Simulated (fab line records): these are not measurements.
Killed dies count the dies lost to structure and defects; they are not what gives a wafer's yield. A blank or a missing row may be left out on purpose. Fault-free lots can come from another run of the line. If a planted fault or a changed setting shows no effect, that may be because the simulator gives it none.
Lot-split experiment	flow n5-finfet	21 wafers read from 7 lots, route of 1938 steps

== THE SPLIT ==
At N5_MOL_CONTACT_COAG_DESCUM_45 (chemistry O2, time 7 s), the setting time-s was moved away from the recipe's 7 s on 9 of the 21 wafers read, by -19.7% to +21.8%. All remaining wafers had this setting at the recipe value.

== FROM THE SPLIT TO THE READING: what the file shows between them, 3 steps ==
- N5_MOL_CONTACT_COAG_ETCH_65: etches underlayer in N2/H2, target depth 13 nm, time 10.4 s
- N5_MOL_CONTACT_COAG_ETCH_66: etches SiARC in CF4, target depth 13 nm, time 21.7 s
- N5_MOL_CONTACT_COAG_ALD_133: deposits SiO2, target thk 5 nm, pulse time 1 s, co reactant pulse time 1 s

== THE READING ==
CAR-EUV_of_MOL_CONTACT_COAG_COAT_34.thk-nm (the simulator's own value, which no gauge read), in nm, at N5_MOL_CONTACT_COAG_ETCHBACK_134 (etches SiO2 in CHF3, target depth 10 nm, time 6.7 s). The file gives no usual value for it. The 12 wafers here that ran the recipe average 15.7 nm, standard deviation 0.12 nm.

wafer	tool, chamber at the split	time-s as run, s	against the recipe	CAR-EUV_of_MOL_CONTACT_COAG_COAT_34.thk-nm, nm	against lot-mates on the recipe
L074.1	rie-diel-02, 1,0,1	5.622	-19.7%	16.4	no lot-mate on the recipe
L074.6	rie-diel-02, 1,0,1	5.622	-19.7%	16.4	no lot-mate on the recipe
L074.3	rie-diel-02, 1,0,1	5.622	-19.7%	16.6	no lot-mate on the recipe
L080.2	rie-diel-06, 2,1	7	recipe	15.6	-
L080.3	rie-diel-06, 2,1	7	recipe	15.6	-
L080.5	rie-diel-06, 1	7	recipe	15.8	-
L089.2	rie-diel-02, 1	8.523	+21.8%	15	-0.7
L089.4	rie-diel-02, 0,2	7	recipe	15.6	-
L089.6	rie-diel-02, 0,2	7	recipe	15.8	-
L091.3	rie-diel-02, 2	5.717	-18.3%	16	+0.6
L091.4	rie-diel-02, 0	5.717	-18.3%	16.2	+0.8
L091.5	rie-diel-02, 1	7	recipe	15.4	-
L092.3	rie-diel-02, 0	6.148	-12.2%	16	+0.4
L092.6	rie-diel-02, 0	6.148	-12.2%	16	+0.4
L092.4	rie-diel-02, 1	7	recipe	15.6	-
L093.1	rie-diel-06, 2,0	7	recipe	15.6	-
L093.4	rie-diel-06, 2,0	7	recipe	15.6	-
L093.5	rie-diel-06, 1	7	recipe	15.8	-
L097.1	rie-diel-02, 2	8.143	+16.3%	14.8	-0.9
L097.4	rie-diel-02, 0	7	recipe	15.6	-
L097.5	rie-diel-02, 0	7	recipe	15.8	-
The file does not say which wafer passed through which chamber wherever a row lists several chambers: such a row stands for several wafers.

THE FIT
A straight line over all 21 wafers: CAR-EUV_of_MOL_CONTACT_COAG_COAT_34.thk-nm changes by -0.0358 nm for each +1% of time-s; r = -0.94; the points scatter about the line by 0.15 nm.
The same after taking each lot's own level away (the mean of its wafers on the recipe; 18 wafers): -0.0385 nm for each +1%; r = -0.96; scatter 0.11 nm.
Per that fit: largest time-s move, reading shift of 0.84 nm.
From 15.40 to 15.70 nm: that is the span of the lots' own levels, equal to 2.5 times the standard deviation above.
Consequently the slope shifts little with the lot-to-lot level, the two slopes agreeing.
Check: for one of the wafers moved furthest among these (+21.8%), held out of the fit, the line's prediction against its lot-mates is -0.942 nm. Against them it came out at -0.7 nm.

== OTHER SPLITS APPLIED TO THESE WAFERS ==
Before the reading, these wafers also passed through other splits. Each is held against what the fit with the lots' levels taken away leaves over:
other split on the same wafers	wafers away from the commonest value	r with CAR-EUV_of_MOL_CONTACT_COAG_COAT_34.thk-nm (lot level and that fit taken away)
N5_GATE_CUT_DESCUM_18 time-s	8	-0.12
N5_MOL_CONTACT_COAG_ETCH_15 source-w	8	-0.02
N5_MOL_CONTACT_COAG_EXPOSE_37 dose-mj	6	+0.09

== THE WHOLE CHAIN: every reading that the file lists as answering this split, in the file's order ==
step	what it does	reading	change (the file's fit)	r (the file's)
N5_MOL_CONTACT_COAG_DESCUM_45	chemistry O2, time 7 s	CAR-EUV_of_MOL_CONTACT_COAG_COAT_34.thk-nm (the simulator's own value, which no gauge read)	-0.0413 nm for each +1% of the setting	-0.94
N5_MOL_CONTACT_COAG_ETCH_65	etches underlayer in N2/H2, target depth 13 nm, time 10.4 s	CAR-EUV_of_MOL_CONTACT_COAG_COAT_34.thk-nm (the simulator's own value, which no gauge read)	-0.038 nm for each +1% of the setting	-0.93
N5_MOL_CONTACT_COAG_ETCH_66	etches SiARC in CF4, target depth 13 nm, time 21.7 s	CAR-EUV_of_MOL_CONTACT_COAG_COAT_34.thk-nm (the simulator's own value, which no gauge read)	-0.0347 nm for each +1% of the setting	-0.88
N5_MOL_CONTACT_COAG_ETCHBACK_134	etches SiO2 in CHF3, target depth 10 nm, time 6.7 s	CAR-EUV_of_MOL_CONTACT_COAG_COAT_34.thk-nm (the simulator's own value, which no gauge read)	-0.0389 nm for each +1% of the setting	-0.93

== THE FILE'S OWN FIT ==
CAR-EUV_of_MOL_CONTACT_COAG_COAT_34.thk-nm changes by -0.0389 nm for each +1% of time-s, r = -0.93.
